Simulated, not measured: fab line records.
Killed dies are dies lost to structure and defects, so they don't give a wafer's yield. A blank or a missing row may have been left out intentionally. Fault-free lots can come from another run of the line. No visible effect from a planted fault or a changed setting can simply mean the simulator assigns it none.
Struck lot and sound lot, side by side | flow n5-finfet | 15 out of 1938 route steps
Sound: wafers L222.2, L222.5, L222.6. Wafers struck: L233.1, L233.5, L233.6. The cause is named last.
For every step that has rows: the tool of each side, followed by ch and its chambers, followed by its first start. Under that, the readings that differ: sound wafers | struck wafers | difference of the means | sigmas: that difference in standard deviations of wafers without a fault.
alike: words and numbers the same on both sides, and readings whose means are apart by under 2 such deviations; not compared: readings that were withheld, readings missing a value for some wafer, numbers with overlapping values and no deviation given by the record, and bounds like >300 which may hide the same value.
Wherever a step has rows on one side only, a row that says differs or no value, or a row with sigmas, the two part there. When numbers do not overlap yet have no deviation, they are printed without sigmas and do not part them. A reading missing from all wafers of one side parts the sides only when that side holds two or more wafers.

N5_MOL_CONTACT_COAG_ETCH_106: etches SOC in N2/H2, target depth 80 nm, overetch 16 nm, time 120 s.
  sound on rie-diel-02 ch 0,2,3, day 6 23:06; struck on rie-diel-05 ch 1,2, day 9 13:40
  reading                | sound             | struck            | difference | sigmas
  throttle-valve-pct (%) | 18.09 17.66 18.02 | 17.42 17.67 17.42 | -0.42      | -2
  alike: chamber-pressure-mTorr, drypump-motor-current-A, oes-product-au, rf-fwd-power-W, rf-vpp-V, showerhead-plenum-p-Torr
  not compared: rf-hours-counter-h
then, 4 steps without rows for these wafers: N5_MOL_CONTACT_COAG_STRIP_107 (strips in N2/H2); N5_MOL_CONTACT_COAG_STRIP_108 (strips in N2/H2); N5_MOL_CONTACT_COAG_CONTACT_ETCH_14 (etches SiO2 in C4F6/O2, target depth 27.5 nm, overetch 8.5 nm, time 20 s); N5_MOL_CONTACT_COAG_STRIP_109 (strips in C4F6/O2).
N5_MOL_CONTACT_COAG_ETCH_15: etches SiNx in CH3F/O2, stops on Si:P, target depth 7 nm.
  sound on rie-diel-02 ch 0,2,3, day 6 23:14; struck on rie-diel-05 ch 1,2, day 9 13:49
  alike: chamber-pressure-mTorr, drypump-motor-current-A, oes-product-au, rf-fwd-power-W, rf-vpp-V, showerhead-plenum-p-Torr, throttle-valve-pct
  not compared: rf-hours-counter-h
N5_MOL_CONTACT_COAG_ETCH_110: etches Si in CF4/O2, target depth 2.5 nm, time 8 s.
  sound on rie-diel-02 ch 0,2,3, day 6 23:18; struck on rie-diel-05 ch 1,2, day 9 13:52
  alike: cf4-flow-sccm, chamber-pressure-mTorr, drypump-motor-current-A, oes-product-au, rf-fwd-power-W, rf-vpp-V, showerhead-plenum-p-Torr, throttle-valve-pct
  not compared: rf-hours-counter-h
N5_MOL_CONTACT_COAG_STRIP_98: strips in N2/H2.
  sound on rie-diel-02 ch 0,2,3, day 6 23:21; struck on rie-diel-05 ch 1,2, day 9 13:55
  reading                | sound          | struck         | difference | sigmas
  throttle-valve-pct (%) | 19.4 18.8 19.2 | 18.2 18.7 18.2 | -0.8       | -2
  alike: chamber-pressure-mTorr, drypump-motor-current-A, oes-product-au, rf-vpp-V, showerhead-plenum-p-Torr
  not compared: rf-hours-counter-h
N5_MOL_CONTACT_COAG_CD_MEAS_99 targets a cd of 17.2 nm.
  sound on cd-sem-02, day 6 23:25; struck on cd-sem-01, day 9 13:59
  reading    | sound          | struck         | difference | sigmas
  cd-nm (nm) | 17.6 17.5 17.2 | 16.7 17.3 16.2 | -0.7       | -2
then, 2 steps without rows for these wafers: N5_MOL_CONTACT_COAG_IMPLANT_129; N5_MOL_CONTACT_COAG_PRECLEAN_111 (cleans in NF3:NH3, afs cycles 1, time 20 s, sublimation time 60 s).
N5_MOL_CONTACT_COAG_TI_SIL_19: material Ti, target thk 4.2 nm, time 15 s.
  sound on pvd-sputter-03, day 6 23:52; struck on pvd-sputter-01, day 9 14:50
  alike: throttle-valve-pct
N5_MOL_CONTACT_COAG_ALD_20: deposits TiN, target thk 1.5 nm, pulse time 1 s, purge time 3 s.
  sound on ald-metal-02 ch 1,2, day 6 23:59; struck on ald-metal-03 ch 1,2, day 9 14:58
  reading                      | sound | struck               | difference | sigmas
  co-reactant-pulse-time-s (s) | 2 2 2 | 2.4469 2.4469 2.4469 | +0.4469    |
  alike: heater-power-w, precursor-pulse-height-rel
then, 2 steps without rows for these wafers: N5_MOL_CONTACT_COAG_SIL_ANNEAL_21 (time 60 s); N5_PASSIVATION_PROBE_49.

## WHERE THEY PART
First at N5_MOL_CONTACT_COAG_ETCH_106; last, within this record, at N5_MOL_CONTACT_COAG_CD_MEAS_99. Later steps at which nothing parts them and some readings are alike: N5_MOL_CONTACT_COAG_TI_SIL_19, N5_MOL_CONTACT_COAG_ALD_20.

WHY: whatever the simulator had introduced
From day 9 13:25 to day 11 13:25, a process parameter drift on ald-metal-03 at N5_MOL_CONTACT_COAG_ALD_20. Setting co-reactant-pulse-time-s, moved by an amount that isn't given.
